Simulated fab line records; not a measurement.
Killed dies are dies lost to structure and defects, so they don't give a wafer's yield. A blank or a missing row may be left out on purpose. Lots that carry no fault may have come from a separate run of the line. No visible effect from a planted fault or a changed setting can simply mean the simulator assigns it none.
fab line records	flow n5-finfet
record: lots: 24	wafers: 72	last-day: 17
route steps=1938 shown STI_FIN_REVEAL@191 DUMMY_GATE@218 SD_EPI_P@312 ILD0@340
lots that met no fault: from a run of the same line without faults
start-h: hours from the record's opening day to when the first of the lot's shown wafers began	wait-h: time in hours since the lot's previous step	" as in the row above	L1.1+2: a row that stands for several wafers	- value missing, or start not given	* or withheld: withheld	< > ~ a bound
route shown NAME@n: NAME is a module with steps in the file, n the number in the route of the first one	usual: mean/standard deviation taken from wafers without a fault	same: alike in all rows	chamber/n: place in a boat	sites: readings site by site	_std_site: the values' standard deviation	_edge_site: outer sites' mean less inner sites'	radius-mm: how far each site lies from the wafer's centre	mask NAME#n: copy n	behind: the tool/chamber that last shaped the wafer	hold: why the lot went on hold/how many hours it stayed there/how the hold came to an end	device: names the non-switching transistor (n, p or np)	end of line: the tests these same wafers got at the end of their route	where a step has no rows: the recipe by itself	killed: dies that structure and defects cost at the first sort, which is not the same as the wafer's yield	map: dies across one wafer; x = killed, . = not, _ = none there
set.NAME: the setting as run; set.NAME@STEP: as run at that earlier step	model.NAME: the simulator's own value behind a step, which no gauge read
the route's steps for a sample of lots (tables are steps, rows are wafers)
services: a tool's chamber out of use, with start hour (start-h, from the record's first day; less than 0 if before it), hours out, and reason
== steps ==
step: N5_STI_FIN_REVEAL_STRIP_24
recipe: chemistry: N2/H2	time-s: 90	power-w: 100	temp-c: 40	pressure-mtorr: 100	rf-frequency-hz: 6e+07	bias-power-w: 3	n2-flow-sccm: 300	h2-flow-sccm: 300
usual: drypump-motor-current-A: 5.9/0.36	oes-product-au: 0.77/0.078	rf-vpp-V: 45.5/0.86	showerhead-plenum-p-Torr: 3.44/0.088	throttle-valve-pct: 12.29/0.29
lot.wafer	tool	chamber	start-h	wait-h	drypump-motor-current-A	oes-product-au	rf-hours-counter-h	rf-vpp-V	showerhead-plenum-p-Torr	throttle-valve-pct
L074.4	rie-diel-04	0	35.09	0.0	6.3	0.76	174	46.7	3.51	12.28
L074.5	"	3	"	"	6.2	0.80	-	45.1	3.39	12.34
L074.6	"	2	"	"	6.1	0.79	-	46.8	3.41	12.57
L075.1	rie-diel-03	0	41.15	0.0	5.7	0.70	190	45.8	3.49	12.45
L075.3	"	3	"	"	5.6	0.77	141	44.4	3.38	12.40
L075.6	"	3	"	"	5.6	0.76	-	44.2	3.38	12.41
L076.1	rie-diel-04	2	48.50	0.0	6.1	0.79	123	45.3	3.40	12.57
L076.3	"	0	"	"	6.2	0.74	179	46.1	3.50	12.29
L076.5	"	1	"	"	6.5	0.72	-	46.2	3.49	12.46
L077.1	rie-diel-04	1	54.23	0.0	6.4	0.71	199	45.4	3.49	12.44
L077.2	"	0	"	"	6.3	0.74	181	45.1	3.50	12.30
L077.5	"	0	"	"	6.3	0.74	-	45.9	3.50	12.28
L078.1	rie-diel-04	1	57.85	0.0	6.4	0.72	201	45.2	3.49	12.44
L078.3	"	3	"	"	6.2	0.79	132	44.1	3.39	12.37
L078.5	"	2	"	"	6.1	0.79	-	45.4	3.40	12.58
L079.2	rie-diel-05	1	63.84	0.0	5.5	0.74	146	46.0	3.53	12.30
L079.4	"	1	"	"	5.5	0.74	-	45.1	3.53	12.28
L079.5	"	1	"	"	5.5	0.73	-	47.5	3.53	12.31
L080.1	rie-diel-03	0	68.85	0.0	5.7	0.70	201	46.1	3.48	12.47
L080.4	"	3	"	"	5.5	0.76	151	45.8	3.38	12.42
L080.6	"	2	"	"	5.8	0.96	-	46.2	3.58	11.72
L081.3	rie-diel-03	3	75.52	0.0	5.5	0.76	153	45.0	3.38	12.44
L081.4	"	0	"	"	5.7	0.69	203	46.9	3.48	12.48
L081.5	"	1	"	"	5.4	0.78	-	45.7	3.26	11.86
L082.2	rie-diel-04	1	83.85	0.0	6.4	0.70	211	46.2	3.48	12.48
L082.3	"	0	"	"	6.3	0.74	193	46.4	3.50	12.32
L082.6	"	1	"	"	6.4	0.70	-	45.6	3.48	12.48
L083.3	rie-diel-03	3	90.56	0.0	5.6	0.74	158	45.2	3.37	12.45
L083.4	"	0	"	"	5.7	0.70	208	45.8	3.48	12.51
L083.5	"	0	"	"	5.6	0.69	-	45.3	3.48	12.49
L084.4	rie-diel-04	3	94.64	0.0	6.3	0.77	146	45.0	3.38	12.40
L084.5	"	1	"	"	6.5	0.70	-	45.1	3.48	12.48
L084.6	"	2	"	"	6.1	0.76	-	45.1	3.39	12.60
L085.2	rie-diel-04	2	101.08	0.0	6.1	0.76	140	46.2	3.39	12.61
L085.4	"	0	"	"	6.3	0.73	198	46.0	3.49	12.35
L085.5	"	0	"	"	6.3	0.73	-	46.3	3.49	12.35
L086.1	rie-diel-05	3	106.03	0.0	5.8	0.89	27	45.6	3.29	11.87
L086.2	"	0	"	"	5.7	0.91	14	45.2	3.58	11.71
L086.6	"	3	"	"	5.8	0.90	-	45.7	3.29	11.89
L087.1	rie-diel-04	0	112.04	0.0	6.2	0.73	203	43.5	3.49	12.37
L087.2	"	2	"	"	6.1	0.77	144	45.7	3.39	12.65
L087.3	"	3	"	"	6.3	0.78	153	46.6	3.38	12.43
L088.1	rie-diel-05	0	120.40	0.0	5.6	0.90	19	44.8	3.58	11.72
L088.4	"	3	"	"	5.8	0.88	33	43.5	3.29	11.90
L088.5	"	2	"	"	5.5	0.89	-	45.7	3.43	11.99
L089.1	rie-diel-04	3	123.50	0.0	6.3	0.77	158	45.0	3.38	12.41
L089.3	"	0	"	"	6.3	0.73	208	45.4	3.49	12.37
L089.6	"	2	"	"	6.1	0.77	-	45.4	3.39	12.65
L090.3	rie-diel-04	3	128.97	0.0	6.3	0.77	160	43.9	3.37	12.44
L090.4	"	0	"	"	6.4	0.72	-	46.0	3.49	12.38
L090.6	"	1	"	"	6.5	0.69	-	46.0	3.47	12.53
L091.1	rie-diel-03	3	136.43	0.0	5.6	0.74	166	46.2	3.37	12.46
L091.2	"	0	"	"	5.7	0.69	218	45.5	3.47	12.52
L091.6	"	2	"	"	5.8	0.91	-	44.6	3.57	11.78
L092.1	rie-diel-03	2	141.45	0.0	5.8	0.91	35	46.3	3.57	11.77
L092.2	"	0	"	"	5.7	0.68	219	45.9	3.47	12.51
L092.3	"	3	"	"	5.6	0.74	167	45.9	3.37	12.48
L093.3	rie-diel-03	3	149.48	0.0	5.6	0.74	171	45.8	3.37	12.48
L093.4	"	0	"	"	5.7	0.68	222	46.6	3.47	12.55
L093.6	"	3	"	"	5.5	0.73	-	45.4	3.37	12.48
L094.1	rie-diel-03	2	155.63	0.0	5.8	0.90	40	44.9	3.57	11.79
L094.4	"	1	"	"	5.4	0.75	158	44.2	3.24	11.93
L094.6	"	2	"	"	5.8	0.90	-	46.0	3.57	11.79
L095.1	rie-diel-04	3	163.65	0.0	6.2	0.74	171	43.4	3.37	12.48
L095.4	"	1	"	"	6.4	0.68	239	45.8	3.47	12.55
L095.5	"	0	"	"	6.3	0.71	-	45.9	3.48	12.41
L096.3	rie-diel-05	2	170.25	0.0	5.5	0.86	49	45.4	3.42	12.01
L096.4	"	0	"	"	5.7	0.86	36	45.2	3.57	11.76
L096.6	"	0	"	"	5.7	0.87	-	45.1	3.57	11.77
L097.2	rie-diel-04	1	174.18	0.0	6.5	0.67	243	45.8	3.46	12.54
L097.3	"	2	"	"	6.1	0.76	161	44.0	3.38	12.69
L097.6	"	1	"	"	6.5	0.68	-	45.4	3.46	12.56
step: N5_STI_FIN_REVEAL_OXIDATION_31
recipe: chemistry: O2_PLASMA_REMOTE	temp-c: 150	time-s: 20	pressure-mtorr: 1000	source-power-w: 2000	o2-flow-sccm: 3000
usual: drypump-motor-current-A: 5.62/0.23	heater-power-w: 150/12
lot.wafer	tool	chamber	start-h	wait-h	drypump-motor-current-A	heater-power-w	rf-hours-counter-h
L074.4	plasma-asher-01	0	37.57	0.1	5.84	151	-
L074.5	"	1	"	"	5.74	149	-
L074.6	"	0	"	"	5.83	161	-
L075.1	plasma-asher-01	0	43.59	0.0	5.82	150	80
L075.3	"	0	"	"	5.85	152	-
L075.6	"	1	"	"	5.74	143	-
L076.1	plasma-asher-02	0	50.90	0.0	5.21	170	32
L076.3	"	1	"	"	5.68	135	-
L076.5	"	0	"	"	5.23	164	-
L077.1	plasma-asher-02	0	56.61	0.0	5.23	162	33
L077.2	"	1	"	"	5.65	135	33
L077.5	"	0	"	"	5.21	165	-
L078.1	plasma-asher-02	1	60.22	0.0	5.71	132	34
L078.3	"	1	"	"	5.66	134	-
L078.5	"	1	"	"	5.64	134	-
L079.2	plasma-asher-02	0	66.27	0.0	5.21	164	34
L079.4	"	0	"	"	5.23	166	-
L079.5	"	0	"	"	5.21	162	-
L080.1	plasma-asher-02	1	71.24	0.0	5.67	131	36
L080.4	"	1	"	"	5.73	131	-
L080.6	"	0	"	"	5.23	164	-
L081.3	plasma-asher-01	1	77.93	0.1	5.73	145	-
L081.4	"	0	"	"	5.84	155	-
L081.5	"	1	"	"	5.76	147	-
L082.2	plasma-asher-01	0	86.36	0.2	5.81	155	88
L082.3	"	0	"	"	5.82	151	-
L082.6	"	1	"	"	5.73	146	-
L083.3	plasma-asher-01	0	93.25	0.1	5.81	151	-
L083.4	"	1	"	"	5.75	145	-
L083.5	"	1	"	"	5.74	151	-
L084.4	plasma-asher-01	1	97.37	0.3	5.73	147	-
L084.5	"	1	"	"	5.74	146	-
L084.6	"	0	"	"	5.81	152	-
L085.2	plasma-asher-01	1	103.44	0.0	5.76	150	94
L085.4	"	1	"	"	5.75	145	-
L085.5	"	0	"	"	5.83	155	-
L086.1	plasma-asher-01	0	108.42	0.1	5.82	152	96
L086.2	"	1	"	"	5.75	147	96
L086.6	"	1	"	"	5.74	149	-
L087.1	plasma-asher-02	0	114.41	0.0	5.22	165	42
L087.2	"	1	"	"	5.67	134	42
L087.3	"	1	"	"	5.69	136	-
L088.1	plasma-asher-02	0	122.76	0.0	5.22	164	44
L088.4	"	0	"	"	5.23	165	-
L088.5	"	1	"	"	5.73	131	-
L089.1	plasma-asher-02	1	125.90	0.0	5.70	135	44
L089.3	"	0	"	"	5.24	164	-
L089.6	"	1	"	"	5.71	133	-
L090.3	plasma-asher-01	1	131.38	0.1	5.75	145	-
L090.4	"	0	"	"	5.84	156	-
L090.6	"	0	"	"	5.83	158	-
L091.1	plasma-asher-02	1	138.80	0.0	5.70	133	46
L091.2	"	0	"	"	5.24	170	46
L091.6	"	0	"	"	5.24	167	-
L092.1	plasma-asher-01	0	143.83	0.0	5.83	151	103
L092.2	"	1	"	"	5.76	150	103
L092.3	"	1	"	"	5.78	145	-
L093.3	plasma-asher-02	1	151.87	0.1	5.69	131	-
L093.4	"	0	"	"	5.23	164	-
L093.6	"	0	"	"	5.24	165	-
L094.1	plasma-asher-01	0	158.00	0.0	5.83	152	105
L094.4	"	1	"	"	5.74	146	-
L094.6	"	0	"	"	5.82	155	-
L095.1	plasma-asher-01	0	166.02	0.0	5.82	147	107
L095.4	"	0	"	"	5.81	152	-
L095.5	"	0	"	"	5.84	157	-
L096.3	plasma-asher-02	0	172.64	0.1	5.23	169	-
L096.4	"	1	"	"	5.71	132	-
L096.6	"	1	"	"	5.68	136	-
L097.2	plasma-asher-02	1	176.55	0.0	5.75	134	54
L097.3	"	0	"	"	5.22	170	-
L097.6	"	0	"	"	5.21	168	-
step: N5_STI_FIN_REVEAL_OXIDATION_33
recipe: chemistry: O2_PLASMA_REMOTE	temp-c: 150	time-s: 20	pressure-mtorr: 1000	source-power-w: 2000	o2-flow-sccm: 3000
usual: drypump-motor-current-A: 5.66/0.22	heater-power-w: 150/11
lot.wafer	tool	chamber	start-h	wait-h	drypump-motor-current-A	heater-power-w	rf-hours-counter-h
L074.4	plasma-asher-02	0	37.92	0.0	5.25	164	-
L074.5	"	0	"	"	5.24	165	-
L074.6	"	1	"	"	5.64	134	-
L075.1	plasma-asher-01	1	43.94	0.0	5.75	149	80
L075.3	"	1	"	"	5.73	147	-
L075.6	"	0	"	"	5.85	155	-
L076.1	plasma-asher-02	0	51.28	0.0	5.23	168	32
L076.3	"	0	"	"	5.22	166	-
L076.5	"	1	"	"	5.66	134	-
L077.1	plasma-asher-01	1	56.97	0.0	5.74	144	82
L077.2	"	0	"	"	5.83	153	82
L077.5	"	0	"	"	5.83	152	-
L078.1	plasma-asher-02	0	60.57	0.0	5.22	169	34
L078.3	"	0	"	"	5.22	172	-
L078.5	"	1	"	"	5.69	135	-
L079.2	plasma-asher-01	1	66.62	0.0	5.75	148	84
L079.4	"	1	"	"	5.74	150	-
L079.5	"	0	"	"	5.83	158	-
L080.1	plasma-asher-01	1	71.59	0.0	5.74	146	85
L080.4	"	0	"	"	5.83	152	-
L080.6	"	0	"	"	5.82	155	-
L081.3	plasma-asher-01	1	78.29	0.0	5.74	147	-
L081.4	"	0	"	"	5.83	153	-
L081.5	"	1	"	"	5.73	147	-
L082.2	plasma-asher-01	1	86.96	0.2	5.76	148	88
L082.3	"	0	"	"	5.82	156	-
L082.6	"	0	"	"	5.82	153	-
L083.3	plasma-asher-01	0	93.61	0.0	5.83	155	-
L083.4	"	1	"	"	5.75	148	-
L083.5	"	1	"	"	5.73	148	-
L084.4	plasma-asher-01	1	97.78	0.1	5.75	144	-
L084.5	"	0	"	"	5.81	156	-
L084.6	"	1	"	"	5.75	144	-
L085.2	plasma-asher-02	1	103.79	0.0	5.73	132	41
L085.4	"	0	"	"	5.21	169	-
L085.5	"	0	"	"	5.21	169	-
L086.1	plasma-asher-01	0	108.77	0.0	5.81	152	96
L086.2	"	1	"	"	5.76	150	96
L086.6	"	1	"	"	5.72	145	-
L087.1	plasma-asher-01	1	114.76	0.0	5.74	147	97
L087.2	"	0	"	"	5.84	151	97
L087.3	"	0	"	"	5.85	154	-
L088.1	plasma-asher-01	0	123.12	0.0	5.82	153	98
L088.4	"	0	"	"	5.82	153	-
L088.5	"	0	"	"	5.84	154	-
L089.1	plasma-asher-02	1	126.25	0.0	5.69	133	44
L089.3	"	0	"	"	5.23	169	-
L089.6	"	1	"	"	5.71	132	-
L090.3	plasma-asher-01	1	131.74	0.0	5.75	148	-
L090.4	"	0	"	"	5.82	154	-
L090.6	"	1	"	"	5.74	146	-
L091.1	plasma-asher-01	1	139.15	0.0	5.75	147	102
L091.2	"	0	"	"	5.81	162	102
L091.6	"	1	"	"	5.73	150	-
L092.1	plasma-asher-02	1	144.20	0.0	5.65	132	47
L092.2	"	0	"	"	5.23	164	47
L092.3	"	1	"	"	5.69	135	-
L093.3	plasma-asher-02	0	152.22	0.0	5.23	168	-
L093.4	"	1	"	"	5.67	132	-
L093.6	"	1	"	"	5.65	132	-
L094.1	plasma-asher-02	1	158.35	0.0	5.69	133	50
L094.4	"	0	"	"	5.22	164	-
L094.6	"	1	"	"	5.69	132	-
L095.1	plasma-asher-01	0	166.37	0.0	5.82	155	107
L095.4	"	0	"	"	5.80	148	-
L095.5	"	1	"	"	5.73	147	-
L096.3	plasma-asher-01	1	172.99	0.0	5.76	147	-
L096.4	"	0	"	"	5.82	155	-
L096.6	"	1	"	"	5.75	152	-
L097.2	plasma-asher-02	0	176.91	0.0	5.25	173	54
L097.3	"	1	"	"	5.69	135	-
L097.6	"	0	"	"	5.25	165	-
step: N5_DUMMY_GATE_CMP_04
recipe: material: a-Si	post-cmp-clean: alkaline-brush
usual: motor-current-A: 9.8/0.74	time-to-endpoint-s: 13.8/2
lot.wafer	tool	chamber	start-h	wait-h	motor-current-A	time-to-endpoint-s
L074.4	cmp-01	2	43.28	0.1	9.1	12.5
L074.6	"	0	"	"	10.0	12.6
L074.5	"	1	"	"	9.7	10.2
L075.1	cmp-02	1	49.98	0.0	10.9	13.3
L075.3	"	2	"	"	10.0	13.3
L075.6	"	1	"	"	10.6	12.9
L076.3	cmp-02	0	55.74	0.1	8.1	13.6
L076.1	"	2	"	"	9.8	14.5
L076.5	"	0	"	"	8.4	13.6
L077.2	cmp-01	3	61.22	0.1	10.0	18.0
L077.1	"	0	"	"	9.6	16.5
L077.5	"	3	"	"	9.9	15.4
L078.3	cmp-01	2	64.86	0.1	9.5	13.5
L078.1	"	3	"	"	9.9	14.5
L078.5	"	1	"	"	9.6	12.7
L079.4	cmp-01	3	71.40	0.0	10.1	17.1
L079.2	"	1	"	"	10.2	15.0
L079.5	"	0	"	"	9.3	14.1
L080.4	cmp-02	2	76.85	0.1	9.6	11.9
L080.1	"	3	"	"	10.2	15.2
L080.6	"	1	"	"	11.1	10.9
L081.3	cmp-03	3	82.51	0.0	11.2	14.3
L081.4	"	0	"	"	11.1	14.3
L081.5	"	0	"	"	10.1	15.2
L082.3	cmp-03	0	92.16	0.0	10.4	14.1
L082.2	"	1	"	"	9.8	13.6
L082.6	"	1	"	"	10.1	14.3
L083.3	cmp-03	0	98.50	0.0	10.7	17.2
L083.4	"	2	"	"	9.6	15.6
L083.5	"	1	"	"	10.1	17.5
L084.4	cmp-01	0	103.08	0.1	9.5	15.8
L084.6	"	1	"	"	9.5	15.0
L084.5	"	2	"	"	9.4	14.8
L085.4	cmp-02	3	108.18	0.1	9.9	15.0
L085.2	"	0	"	"	8.6	14.1
L085.5	"	2	"	"	9.6	12.9
L086.2	cmp-03	0	113.04	0.1	10.7	14.9
L086.1	"	2	"	"	10.1	15.3
L086.6	"	0	"	"	10.5	13.3
L087.1	cmp-02	3	119.07	0.1	9.7	13.0
L087.3	"	0	"	"	9.0	12.9
L087.2	"	1	"	"	10.5	11.8
L088.4	cmp-02	2	127.36	0.1	9.9	11.8
L088.1	"	0	"	"	8.1	15.2
L088.5	"	1	"	"	10.6	12.5
L089.1	cmp-02	1	132.29	0.0	10.9	11.3
L089.3	"	3	"	"	10.2	11.6
L089.6	"	1	"	"	10.5	13.4
L090.4	cmp-02	3	135.94	0.0	10.1	16.8
L090.3	"	1	"	"	10.6	14.6
L090.6	"	3	"	"	10.1	14.9
L091.2	cmp-02	0	143.80	0.1	8.1	13.9
L091.1	"	3	"	"	10.2	14.4
L091.6	"	0	"	"	8.2	12.0
L092.3	cmp-02	0	148.98	0.1	8.3	11.1
L092.2	"	1	"	"	11.1	12.7
L092.1	"	3	"	"	10.2	13.6
L093.4	cmp-01	1	156.88	0.0	9.6	16.6
L093.3	"	0	"	"	9.5	15.3
L093.6	"	1	"	"	9.6	14.8
L094.4	cmp-01	2	163.48	0.1	9.4	16.6
L094.1	"	3	"	"	10.0	14.7
L094.6	"	0	"	"	9.8	14.7
L095.4	cmp-02	1	170.66	0.1	10.7	12.1
L095.1	"	2	"	"	9.2	11.3
L095.5	"	0	"	"	8.4	14.1
L096.3	cmp-03	3	180.47	0.0	10.8	8.6
L096.4	"	2	"	"	9.9	8.6
L096.6	"	0	"	"	9.8	9.1
L097.3	cmp-01	2	181.36	0.1	9.7	15.3
L097.2	"	3	"	"	10.1	13.3
L097.6	"	2	"	"	9.3	15.1
step: N5_SD_EPI_P_ETCH_16
recipe: chemistry: CHF3/O2	target: SiO2	target-depth-a: 50	mask-material: SOC	pressure-mtorr: 30	source-w: 650	bias-w: 170	Ar_flow_sccm: 200	CHF3_flow_sccm: 50	O2_flow_sccm: 5	ion-energy-ev: 200
usual: O2_flow_sccm: 4.998/0.016	drypump-motor-current-A: 5.8/0.41	oes-product-au: 0.79/0.099	rf-vpp-V: 523/6.2	showerhead-plenum-p-Torr: 2.40/0.069	throttle-valve-pct: 18.82/0.21
lot.wafer	tool	chamber	start-h	wait-h	O2_flow_sccm	drypump-motor-current-A	oes-product-au	rf-hours-counter-h	rf-vpp-V	showerhead-plenum-p-Torr	throttle-valve-pct
L074.4	rie-diel-02	3	56.02	0.1	5.000	5.6	0.73	166	527	2.49	18.86
L074.5	"	1	"	"	5.030	6.0	0.69	-	517	2.39	19.17
L074.6	"	0	"	"	5.027	5.9	0.75	-	519	2.40	18.95
L075.1	rie-diel-02	0	62.01	0.1	4.976	5.9	0.74	181	519	2.40	18.95
L075.3	"	3	"	"	4.970	5.5	0.73	168	525	2.49	18.86
L075.6	"	1	"	"	4.994	6.1	0.69	-	519	2.38	19.17
L076.1	rie-diel-02	1	67.99	0.1	4.972	6.1	0.69	238	519	2.38	19.15
L076.3	"	0	"	"	4.987	5.9	0.74	183	519	2.40	18.95
L076.5	"	1	"	"	4.970	6.0	0.70	-	519	2.38	19.18
L077.1	rie-diel-06	1	75.85	0.1	4.988	6.6	0.92	23	538	2.56	18.85
L077.2	"	2	"	"	4.994	5.6	0.70	189	524	2.39	18.64
L077.5	"	0	"	"	4.995	5.8	0.68	-	519	2.37	18.99
L078.1	rie-diel-02	3	78.09	0.1	4.986	5.6	0.72	172	525	2.49	18.86
L078.3	"	0	"	"	5.006	5.9	0.74	186	519	2.40	18.93
L078.5	"	2	"	"	5.010	6.0	0.70	-	521	2.37	19.14
L079.2	rie-diel-06	3	83.59	0.1	5.001	5.9	0.91	18	521	2.36	18.58
L079.4	"	1	"	"	4.988	6.6	0.92	25	538	2.55	18.81
L079.5	"	3	"	"	4.991	5.9	0.91	-	521	2.37	18.59
L080.1	rie-diel-01	1	89.30	0.1	4.997	5.8	0.77	122	515	2.32	18.53
L080.4	"	3	"	"	4.975	4.7	0.83	72	525	2.33	18.60
L080.6	"	2	"	"	5.017	5.0	0.84	-	522	2.35	18.57
L081.3	rie-diel-01	1	97.62	0.1	4.978	5.8	0.78	125	515	2.32	18.54
L081.4	"	0	"	"	4.985	5.7	0.77	-	532	2.52	19.04
L081.5	"	2	"	"	4.991	5.0	0.85	-	522	2.35	18.59
L082.2	rie-diel-06	2	105.45	0.1	4.994	5.6	0.71	197	522	2.39	18.67
L082.3	"	1	"	"	5.003	6.6	0.91	31	538	2.55	18.84
L082.6	"	2	"	"	4.987	5.6	0.70	-	524	2.39	18.68
L083.3	rie-diel-02	1	112.51	0.1	5.002	6.0	0.68	252	518	2.38	19.19
L083.4	"	0	"	"	4.954	5.9	0.73	-	519	2.40	18.97
L083.5	"	1	"	"	4.995	6.1	0.68	-	518	2.38	19.19
L084.4	rie-diel-06	0	115.28	0.1	4.999	5.8	0.66	254	520	2.37	19.00
L084.5	"	0	"	"	4.995	5.8	0.66	-	519	2.37	19.01
L084.6	"	1	"	"	5.005	6.6	0.92	-	539	2.55	18.85
L085.2	rie-diel-02	3	120.76	0.1	4.981	5.6	0.71	186	526	2.49	18.88
L085.4	"	1	"	"	4.997	6.1	0.68	-	518	2.38	19.19
L085.5	"	0	"	"	5.007	5.9	0.72	-	519	2.40	18.98
L086.1	rie-diel-01	0	125.15	0.1	5.026	5.7	0.75	132	535	2.52	19.05
L086.2	"	2	"	"	4.991	5.0	0.84	57	521	2.35	18.59
L086.6	"	2	"	"	4.985	4.9	0.83	-	521	2.35	18.59
L087.1	rie-diel-02	3	131.16	0.1	5.024	5.6	0.70	190	524	2.48	18.88
L087.2	"	1	"	"	4.993	6.0	0.68	259	519	2.38	19.19
L087.3	"	0	"	"	5.023	5.9	0.72	203	518	2.39	18.99
L088.1	rie-diel-06	2	140.71	0.1	4.980	5.6	0.70	210	522	2.39	18.71
L088.4	"	2	"	"	5.012	5.7	0.69	-	523	2.39	18.69
L088.5	"	3	"	"	5.014	5.9	0.88	-	521	2.36	18.62
L089.1	rie-diel-02	3	145.42	0.1	4.991	5.6	0.70	196	525	2.48	18.90
L089.3	"	2	"	"	4.996	6.0	0.99	3	520	2.36	18.79
L089.6	"	3	"	"	4.985	5.6	0.69	-	526	2.48	18.90
L090.3	rie-diel-06	0	148.30	0.1	4.993	5.8	1.01	1	519	2.37	18.54
L090.4	"	3	"	"	5.017	5.9	0.87	-	520	2.36	18.60
L090.6	"	0	"	"	4.998	5.8	1.01	-	518	2.37	18.54
L091.1	rie-diel-06	0	156.19	0.1	5.016	5.8	1.00	5	518	2.37	18.57
L091.2	"	3	"	"	4.977	5.9	0.87	44	520	2.35	18.62
L091.6	"	0	"	"	4.993	5.8	0.99	-	518	2.37	18.58
L092.1	rie-diel-02	2	164.88	0.1	5.019	6.0	0.96	10	519	2.36	18.78
L092.2	"	3	"	"	4.996	5.6	0.68	203	525	2.48	18.91
L092.3	"	0	"	"	4.988	5.9	0.70	216	519	2.39	18.98
L093.3	rie-diel-01	3	169.30	0.1	5.002	4.7	0.83	88	525	2.33	18.64
L093.4	"	0	"	"	5.005	5.7	0.75	145	532	2.52	19.08
L093.6	"	1	"	"	4.991	5.7	0.76	-	514	2.31	18.56
L094.1	rie-diel-06	1	175.53	0.1	4.992	6.6	0.88	49	538	2.55	18.87
L094.4	"	2	"	"	5.003	5.7	0.70	215	522	2.38	18.70
L094.6	"	2	"	"	5.009	5.6	0.69	-	525	2.38	18.68
L095.1	rie-diel-06	2	185.60	0.1	4.982	5.6	0.69	219	523	2.38	18.70
L095.4	"	1	"	"	5.023	6.6	0.87	52	538	2.54	18.88
L095.5	"	1	"	"	4.990	6.6	0.87	-	537	2.54	18.89
L097.2	rie-diel-06	1	193.50	0.1	5.009	6.6	0.87	55	538	2.54	18.87
L097.3	"	3	"	"	4.989	5.9	0.84	57	521	2.35	18.64
L097.6	"	3	"	"	4.981	5.9	0.84	-	521	2.35	18.63
L096.3	rie-diel-06	3	194.41	0.1	5.051	5.9	0.84	57	521	2.35	18.61
L096.4	"	2	"	"	4.986	5.7	0.70	222	522	2.38	18.71
L096.6	"	3	"	"	5.036	5.9	0.86	-	521	2.35	18.64
step: N5_ILD0_CMP_07
recipe: stop-on: poly-Si	material: SiO2_flowable	t-overpolish-s: 1.18	post-cmp-clean: alkaline-brush	down-force-psi: 4.1491	platen-rpm: 51.796	pad-velocity-m-s: 1.0306	target-thk-nm: 138.88
usual: motor-current-A: 12.4/1.2	platen-rpm: 51.80/0.036
lot.wafer	tool	chamber	start-h	wait-h	motor-current-A	platen-rpm
L074.4	cmp-01	0	62.65	0.1	12.1	51.74
L074.5	"	3	"	"	11.7	51.74
L074.6	"	0	"	"	11.7	51.83
L075.3	cmp-04	2	69.63	0.1	12.1	51.81
L075.1	"	3	"	"	11.6	51.87
L075.6	"	1	"	"	12.7	51.85
L076.1	cmp-03	0	75.15	0.0	12.0	51.77
L076.3	"	1	"	"	12.2	51.74
L076.5	"	0	"	"	12.6	51.80
L077.2	cmp-03	1	83.39	0.2	12.6	51.83
L077.1	"	2	"	"	12.0	51.82
L077.5	"	0	"	"	13.2	51.82
L078.3	cmp-03	2	84.79	0.0	11.8	51.81
L078.1	"	0	"	"	12.9	51.78
L078.5	"	2	"	"	12.0	51.83
L079.2	cmp-01	2	90.45	0.1	11.8	51.81
L079.4	"	3	"	"	11.7	51.75
L079.5	"	0	"	"	12.1	51.75
L080.1	cmp-04	2	96.51	0.0	11.7	51.80
L080.4	"	3	"	"	11.0	51.83
L080.6	"	3	"	"	10.8	51.84
L081.3	cmp-01	2	104.82	0.0	11.4	51.85
L081.4	"	1	"	"	11.9	51.84
L081.5	"	2	"	"	11.7	51.85
L082.2	cmp-04	1	112.07	0.1	13.4	51.81
L082.3	"	3	"	"	10.7	51.78
L082.6	"	1	"	"	13.0	51.79
L083.4	cmp-01	1	119.98	0.0	12.1	51.80
L083.3	"	3	"	"	11.6	51.80
L083.5	"	2	"	"	11.6	51.77
L084.4	cmp-01	1	122.22	0.0	11.8	51.75
L084.5	"	1	"	"	12.0	51.82
L084.6	"	2	"	"	11.1	51.79
L085.4	cmp-03	3	127.50	0.1	13.3	51.79
L085.2	"	0	"	"	12.4	51.82
L085.5	"	2	"	"	12.5	51.79
L086.2	cmp-01	0	132.22	0.1	11.1	51.73
L086.1	"	1	"	"	12.6	51.81
L086.6	"	3	"	"	12.2	51.81
L087.1	cmp-04	0	139.24	0.0	15.6	51.84
L087.3	"	2	"	"	12.5	51.79
L087.2	"	3	"	"	10.8	51.81
L088.1	cmp-01	2	149.69	0.4	12.0	51.75
L088.4	"	3	"	"	11.9	51.83
L088.5	"	2	"	"	12.1	51.74
L089.1	cmp-01	3	153.27	0.2	12.1	51.84
L089.3	"	1	"	"	11.6	51.86
L089.6	"	0	"	"	12.2	51.78
L090.4	cmp-01	0	155.65	0.0	11.8	51.78
L090.3	"	1	"	"	11.9	51.81
L090.6	"	1	"	"	11.6	51.77
L091.1	cmp-01	1	164.29	0.0	11.2	51.80
L091.2	"	0	"	"	11.8	51.78
L091.6	"	1	"	"	12.1	51.79
L092.1	cmp-01	0	171.62	0.1	12.2	51.72
L092.3	"	2	"	"	11.7	51.81
L092.2	"	3	"	"	12.0	51.80
L093.4	cmp-03	3	176.49	0.1	13.1	51.85
L093.3	"	0	"	"	12.4	51.74
L093.6	"	3	"	"	13.6	51.82
L094.4	cmp-03	2	182.43	0.0	12.3	51.76
L094.1	"	3	"	"	13.8	51.78
L094.6	"	2	"	"	12.8	51.75
L095.1	cmp-01	0	193.57	0.1	12.1	51.80
L095.4	"	2	"	"	11.6	51.83
L095.5	"	3	"	"	11.9	51.72
L097.2	cmp-04	0	200.66	0.1	16.4	51.77
L097.3	"	1	"	"	13.3	51.77
L097.6	"	3	"	"	11.4	51.76
L096.4	cmp-04	1	201.22	0.1	12.8	51.81
L096.3	"	3	"	"	11.1	51.83
L096.6	"	1	"	"	12.5	51.85
== services ==
tool	chamber	start-h	hours	kind
rie-diel-04	2	14.12	5.1	repair
cmp-03	-	14.56	24.4	pm
cmp-01	-	33.07	4.0	pm
cmp-01	-	52.47	0.9	repair
cmp-01	-	55.75	1.0	repair
cmp-03	-	59.58	2.0	repair
rie-diel-04	2	65.79	6.7	repair
cmp-02	-	68.71	4.2	repair
plasma-asher-02	-	85.11	14.6	pm
cmp-02	-	93.50	4.2	repair
cmp-01	-	101.93	0.7	repair
cmp-03	-	103.29	3.8	repair
rie-diel-02	2	105.26	7.6	repair
plasma-asher-02	-	105.73	2.8	pm
cmp-03	-	107.12	5.7	pm
rie-diel-06	0	115.84	5.3	repair
rie-diel-04	2	116.92	6.0	repair
cmp-03	-	123.72	1.0	repair
rie-diel-06	1	128.14	16.7	repair
rie-diel-02	2	132.32	6.3	repair
rie-diel-06	2	142.69	23.3	repair
cmp-03	-	143.32	18.2	repair
cmp-03	-	171.73	4.0	pm
plasma-asher-01	-	185.40	0.7	repair
== key ==
fault none
